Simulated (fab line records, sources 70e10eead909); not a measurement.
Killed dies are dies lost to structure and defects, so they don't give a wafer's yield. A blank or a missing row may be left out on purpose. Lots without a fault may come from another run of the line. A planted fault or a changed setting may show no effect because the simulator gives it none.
Problem report in the 8D (eight disciplines) form, filled by code | flow nand_harc | the parts of the form that need people (team, actions taken, sign-off) are left out

1. THE PROBLEM
run_length_s at NHARC_A_CHANNEL_FILL_D1_ETCHBACK_08 reads a mean of 254.6 s on 9 wafers of 3 lots; wafers without a fault read 131.5 s with a standard deviation of 0.47. That is +99 or more standard deviations from the usual mean.
The step: etches the open film in C4F8, target depth 220 nm, time 110 s.
First seen on wafer L103.2, day 14 12:13, on rie_diel-01. The record holds 36 wafers of 12 lots with a number at this step. Rule for "out", or "out of limits": more than 4 standard deviations from the usual mean. The other wafers with a number count as sound.

2. WHAT IT IS AND WHAT IT IS NOT
question                    | is                     | is not
which readings at this step | run_length_s           | oes_product_au, rf_vpp_V
which lots                  | L103, L106, L107       | L102, L111, L112, L114, L115, L116, L117, L996, L998
which wafers of those lots  | all that have a number | -
read on which tools         | rie_diel-01            | rie_diel-06, rie_diel-12
when                        | from day 14 12:13      | up to then (9 sound wafers); but 18 sound wafers of L111, L112, L114, L115, L116, L117 came after

3. SUSPECTS, AND WHAT RULES EACH OUT
Counting: a tool at a process step up to the reading stays a suspect if it ran every lot that is out and no sound lot after the first of them.
- rie_diel-01 at NHARC_A_CHANNEL_FILL_D1_ETCHBACK_08 (etches the open film in C4F8, target depth 220 nm, time 110 s): ruled out as a lasting fault. Sound lots L115, L116 ran on it after its first lot that is out, L103 (day 14 12:13).
Left after counting: nothing in the record.

4. THE CAUSE (what the simulator had put in)
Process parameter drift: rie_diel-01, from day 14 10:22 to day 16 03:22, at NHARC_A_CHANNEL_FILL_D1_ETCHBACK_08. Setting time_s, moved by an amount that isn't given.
Counting ruled it out, wrongly.

5. THE CHAIN OF EFFECTS, in route order
Each row: a reading whose mean over the struck wafers that have a number lies more than 3 standard deviations from the usual. Only readings for which the record gives a usual standard deviation are gone through. hours: the time from each lot's start at the first step in this table that gives one to its start at this step, as a median over the lots. sigmas: the change in usual standard deviations.
hours | step                                | reading      | usual   | on struck wafers | change | sigmas
0     | NHARC_A_CHANNEL_FILL_D1_ETCHBACK_08 | run_length_s | 131.5 s | 254.6            | +123.1 | +99 or more
The process steps in it:
- NHARC_A_CHANNEL_FILL_D1_ETCHBACK_08: etches the open film in C4F8, target depth 220 nm, time 110 s.
Later measuring or inspecting steps at which every struck wafer that the step has a row for has a number for every such reading, and none has moved that far: NHARC_END_SORT_01.

6. WHAT WOULD HAVE CAUGHT IT SOONER
In this record the first reading out of limits was taken at day 14 12:13, 2 hours after the fault began at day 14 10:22.
